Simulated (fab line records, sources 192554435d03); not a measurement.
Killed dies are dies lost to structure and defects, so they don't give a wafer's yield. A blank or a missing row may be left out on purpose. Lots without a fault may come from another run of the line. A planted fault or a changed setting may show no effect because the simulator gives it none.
A struck lot beside a sound one | flow n5_finfet | 37 steps out of a route of 1938
Sound: wafers L827.2, L827.4, L827.6. Struck: wafers L834.2, L834.3, L834.5. The cause comes at the end.
At each step with rows: each side's tool, then ch and its chambers, then its first start. Under that, the readings that differ: sound wafers | struck wafers | difference of the means | sigmas: that difference in standard deviations of wafers without a fault.
alike: readings whose means differ by less than 2 such deviations, and words and numbers that are the same on both sides. not compared: withheld readings, readings that some wafer has no value for, bounds like >300 that may hide the same value, and numbers for which the record gives no deviation and whose values overlap.
The two part at a step that has a row with sigmas, a row that says differs or no value, or rows on one side only. Numbers that don't overlap but have no deviation are shown without sigmas and don't part them. A reading that every wafer of one side lacks parts them only if that side has two wafers or more.

first, 9 steps without rows for these wafers: N5_SDB_PRECLEAN_38 (cleans in dHF, time 10 s); N5_SDB_PRECLEAN_39 (cleans in O3/DIW, time 45 s); N5_SDB_SRD_28 (time 30 s); N5_SDB_ALD_29 (deposits SiNx, target thk 30 nm, pulse time 1 s, ald cycles 600); N5_SDB_CMP_30 (polishes, stops on poly-Si, t overpolish 1.54 s, target thk 30 nm); N5_DUMMY_REMOVAL_HM_STRIP_01 (strips SiNx in CH3F/O2, stops on poly-Si, target depth 4 nm, time 6.8 s); N5_DUMMY_REMOVAL_STRIP_10 (strips in N2/H2, time 40 s); N5_DUMMY_REMOVAL_PRECLEAN_07 (cleans in dHF, time 30 s); N5_DUMMY_REMOVAL_DUMMY_REMOVE_02 (chemistry TMAH, target poly-Si, stops on SiO2, target depth 142 nm, time 57 s, rinse time 30 s).
N5_DUMMY_REMOVAL_PRECLEAN_08: cleans in NF3:NH3, afs cycles 2, time 20 s, sublimation time 60 s.
  sound on remote_plasma-01 ch 0, day 5 08:22; struck on remote_plasma-02 ch 1, day 7 05:49
then, 26 steps without rows for these wafers: N5_DUMMY_REMOVAL_PRECLEAN_04 (cleans in DHF, time 37 s); N5_DUMMY_REMOVAL_SRD_05 (time 30 s); N5_HKMG_FIN_IL_REGROW_00 (material SiO2, chemistry O3, target thk 0.75 nm, time 30 s); N5_HKMG_FIN_HK_ALD_01 (deposits HfO2, target thk 1.6 nm, pulse time 3 s, purge time 3 s); N5_HKMG_FIN_HK_ANNEAL_02 (time 30 s); N5_HKMG_FIN_ALD_74 (deposits La2O3, target thk 0.5 nm, pulse time 6 s, co reactant pulse time 1 s); N5_HKMG_FIN_ALD_75 (deposits Al2O3, target thk 1 nm, co reactant pulse time 1 s); N5_HKMG_FIN_COAT_41 (time 60 s, resist thk 300 nm); N5_HKMG_FIN_COAT_42 (time 60 s, resist thk 35 nm); N5_HKMG_FIN_COAT_43 (resist thk 90 nm); N5_HKMG_FIN_EBR_45; N5_HKMG_FIN_SOFTBAKE_44 (time 60 s); N5_HKMG_FIN_EXPOSE_46 (exposes mask NDIPOLE); N5_HKMG_FIN_PEB_47 (peb time 60 s); N5_HKMG_FIN_DEVELOP_48 (develop time 30 s); N5_HKMG_FIN_DESCUM_53 (chemistry O2, time 7.9 s); N5_HKMG_FIN_ETCH_54 (etches SiARC in CF4, target depth 45.5 nm, time 75.8 s); N5_HKMG_FIN_ETCH_55 (etches SOC in N2/H2, target depth 240 nm, time 300 s); N5_HKMG_FIN_STRIP_56 (strips in N2/H2); N5_HKMG_FIN_STRIP_57 (strips in CF4); N5_HKMG_FIN_ETCH_58 (etches SOC in N2/H2, target depth 215.8 nm, time 741 s); N5_HKMG_FIN_STRIP_93 (strips SOC in N2/H2, time 20 s); N5_HKMG_FIN_WET_ETCH_76 (etches Al2O3 in dNH4OH, stops on La2O3, target depth 2.25 nm, rinse time 30 s); N5_HKMG_FIN_STRIP_60 (strips in N2/H2, time 360 s); N5_HKMG_FIN_WET_ETCH_77 (etches La2O3 in dHCl, stops on HfO2, target depth 2 nm); N5_HKMG_FIN_WET_ETCH_78 (etches Al2O3 in dNH4OH, stops on La2O3, target depth 4.5 nm, rinse time 30 s).
-- the record jumps here: 8 days lie between the struck wafers' starts before and after (it left off in module HKMG_FIN and takes up again in module PASSIVATION, whose first step shown is number 1936 of the route) --
N5_PASSIVATION_PROBE_49:
  sound on prober-01, day 13 03:22; struck on prober-02, day 15 09:55
  reading             | sound      | struck      | difference | sigmas
  killed_at_front_end | 42 30 40   | 144 127 117 | +92        | +8
  killed_dies         | 110 98 122 | 190 186 194 | +80        | +4
  killed_on_rim       | 15 15 11   | 30 33 35    | +19        | +5
  alike: killed_at_M0_to_M3, killed_at_M4_up, killed_at_contacts, killed_at_other, killed_open, killed_short

WHERE THEY PART
Only at N5_PASSIVATION_PROBE_49, within this record.

WHY: what the simulator had put in
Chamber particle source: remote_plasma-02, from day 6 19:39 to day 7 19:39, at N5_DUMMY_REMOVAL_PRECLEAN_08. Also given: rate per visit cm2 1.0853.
